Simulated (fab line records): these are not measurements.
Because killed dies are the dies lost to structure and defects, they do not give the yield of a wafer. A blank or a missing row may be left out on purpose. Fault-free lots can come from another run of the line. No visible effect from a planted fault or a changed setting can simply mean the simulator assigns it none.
Matching of chambers + flow nand harc + NHARC_A_STAIRCASE_DEP_301 on pecvd-01 has 3 sister chambers
The step deposits SiON, target thk 30 nm. 14 wafers are shown with their chamber, then 7 later ones without.

== WAFERS, EACH WITH ITS CHAMBER ==
| wafer  | chamber | heater power w (W) |
|--------|---------|--------------------|
| L081.1 | 1       | 670                |
| L081.4 | 2       | 947                |
| L081.6 | 1       | 687                |
| L088.1 | 0       | 789                |
| L088.4 | 0       | 772                |
| L088.5 | 1       | 718                |
| L089.2 | 0       | 761                |
| L089.4 | 1       | 732                |
| L089.5 | 0       | 768                |
| L092.1 | 1       | 698                |
| L092.4 | 0       | 707                |
| L092.6 | 1       | 699                |
| L093.2 | 1       | 750                |
| L093.3 | 0       | 687                |

SIGNATURES (means of the wafers above)
| reading        | chamber 0 | chamber 1 | chamber 2 | scatter within a chamber |
|----------------|-----------|-----------|-----------|--------------------------|
| heater power w | 747.33    | 707.71    | 947.00    | 34                       |
Rule: for each reading, subtract the chamber's mean from the wafer's reading, divide by that reading's scatter and square the result; add these up over the readings and take the root, which gives the wafer's distance from the chamber. The wafer belongs to the nearest chamber; if the next one is less than 2 further off, it can't be placed. The scatter: the root of (the sum of the squares of (reading less its chamber's mean) over the shown wafers, divided by (wafers less chambers)).

== WAFERS WITHOUT THEIR CHAMBER ==
| wafer  | heater power w (W) |
|--------|--------------------|
| L093.6 | 709                |
| L097.1 | 745                |
| L097.4 | 714                |
| L097.6 | 710                |
| L096.1 | 679                |
| L096.2 | 750                |
| L096.4 | 694                |

== THE CHAMBER EACH PASSED THROUGH ==
| wafer  | from the rows above     | in truth |
|--------|-------------------------|----------|
| L093.6 | can't be placed: 1 or 0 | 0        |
| L097.1 | can't be placed: 0 or 1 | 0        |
| L097.4 | can't be placed: 1 or 0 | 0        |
| L097.6 | can't be placed: 1 or 0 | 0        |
| L096.1 | can't be placed: 1 or 0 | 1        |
| L096.2 | can't be placed: 0 or 1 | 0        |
| L096.4 | can't be placed: 1 or 0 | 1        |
Correctly placed: 0 of 7. From these rows, 7 cannot be placed; in 7 the true chamber is one of the candidates. 0 placed wrongly.
